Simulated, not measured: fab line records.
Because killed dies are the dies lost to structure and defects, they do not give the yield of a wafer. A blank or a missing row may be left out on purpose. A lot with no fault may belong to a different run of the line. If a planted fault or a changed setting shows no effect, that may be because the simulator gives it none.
Struck lot and sound lot, side by side | flow nandHarc | 14 steps out of a route of 1159
Sound: the wafers L870.1, L870.4, L870.5. Struck: wafers L884.1, L884.4, L884.5. Last of all comes the cause.
Per side, at each step with rows, come the tool, then ch with its chambers, and then its first start. Under that, the readings that differ: sound wafers | struck wafers | difference of the means | sigmas: that difference in standard deviations of wafers without a fault.
alike: readings whose means differ by less than 2 such deviations, and words and numbers that are the same on both sides. not compared: withheld readings, readings that some wafer has no value for, bounds like >300 that may hide the same value, and numbers for which the record gives no deviation and whose values overlap.
The two part at a step that has a row with sigmas, a row that says differs or no value, or rows on one side only. When numbers do not overlap yet have no deviation, they are printed without sigmas and do not part them. A reading missing from all wafers of one side parts the sides only when that side holds two or more wafers.

NHARC_P_M1_CD_MEAS_09: the cd target is 130 nm.
  sound on cdSem-03 ch 0, day 7 06:08; struck on cdSem-01 ch 0, day 10 11:06
  alike: cdNm
NHARC_P_M1_OVL_MEAS_10: pitch 260 nm.
  sound: overlay-02 at day 7 06:13; struck: overlay-02 at day 10 11:11
  alike: overlayXNm, overlayYNm
NHARC_P_M1_INSPECT_11:
  sound: defectInspect-01 at day 7 06:15; struck: defectInspect-02 at day 10 11:14
  alike: rawDefectCount
then, 1 step without rows for these wafers: NHARC_P_M1_DESCUM_14 (chemistry O2, time 3 s).
NHARC_P_M1_ETCH_35: etches the open film in N2/H2, target depth 40 nm, overetch 12 nm, time 43.94 s.
  sound on rieDiel-09 ch 0,1,2, day 7 06:24; struck on rieDiel-09 ch 1,2, day 10 11:22
  alike: drypumpMotorCurrentA, oesProductAu, rfVppV, showerheadPlenumPTorr, throttleValvePct
  not compared: rfHoursCounterH
then, 1 step without rows for these wafers: NHARC_P_M1_ETCH_15 (etches the open film in C4F8/Ar, target depth 182.5 nm, time 91.2 s).
NHARC_P_M1_CD_MEAS_16:
  sound: cdSem-01 at day 7 06:37; struck: cdSem-01 at day 10 11:35
  alike: cdNm
NHARC_P_M1_STRIP_18: strips in N2/H2.
  sound on rieDiel-08 ch 0,3, day 7 06:41; struck on rieDiel-05 ch 0,1,2, day 10 11:41
  alike: drypumpMotorCurrentA, oesProductAu, rfVppV, showerheadPlenumPTorr, throttleValvePct
  not compared: rfHoursCounterH
NHARC_P_M1_ETCH_28: etches the open film in CF4/N2, target depth 30 nm, time 72.99 s.
  sound: rieDiel-08 ch 0,1; struck: rieDiel-05 ch 1,3
  alike: drypumpMotorCurrentA, oesProductAu, rfVppV, showerheadPlenumPTorr, throttleValvePct
  not compared: rfHoursCounterH
then, 2 steps without rows for these wafers: NHARC_P_M1_STRIP_19 (strips in post etch residue remover, time 600 s); NHARC_P_M1_DEGAS_29 (time 60 s).
NHARC_P_M1_PRE_CLEAN_30: time 30 s.
  sound on pvdSputter-03; struck on pvdSputter-03
  alike: heaterPowerW
NHARC_P_M1_PVD_20: deposits TaN, target thk 5 nm, time 8.06 s.
  sound: pvdSputter-03 at day 7 07:29; struck: pvdSputter-03 at day 10 12:27
  no value came back on the struck wafers for biasV (V), cathodeDcPowerW (W), throttleValvePct (%); on the sound wafers biasV (V) reads 170.0 169.1 168.5
NHARC_P_M1_PVD_21: deposits Cu, target thk 30 nm, time 20.49 s.
  sound on pvdSputter-03; struck on pvdSputter-03
  alike: cathodeDcPowerW, chamberPressurePa, throttleValvePct

WHERE THEY PART
At NHARC_P_M1_PVD_20 and nowhere else, as far as this record goes. Later steps at which nothing parts them and some readings are alike: NHARC_P_M1_PVD_21.

WHY: what had been put in by the simulator
Step skipped in full: pvdSputter-03, at NHARC_P_M1_PVD_20, from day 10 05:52 onward. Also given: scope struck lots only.
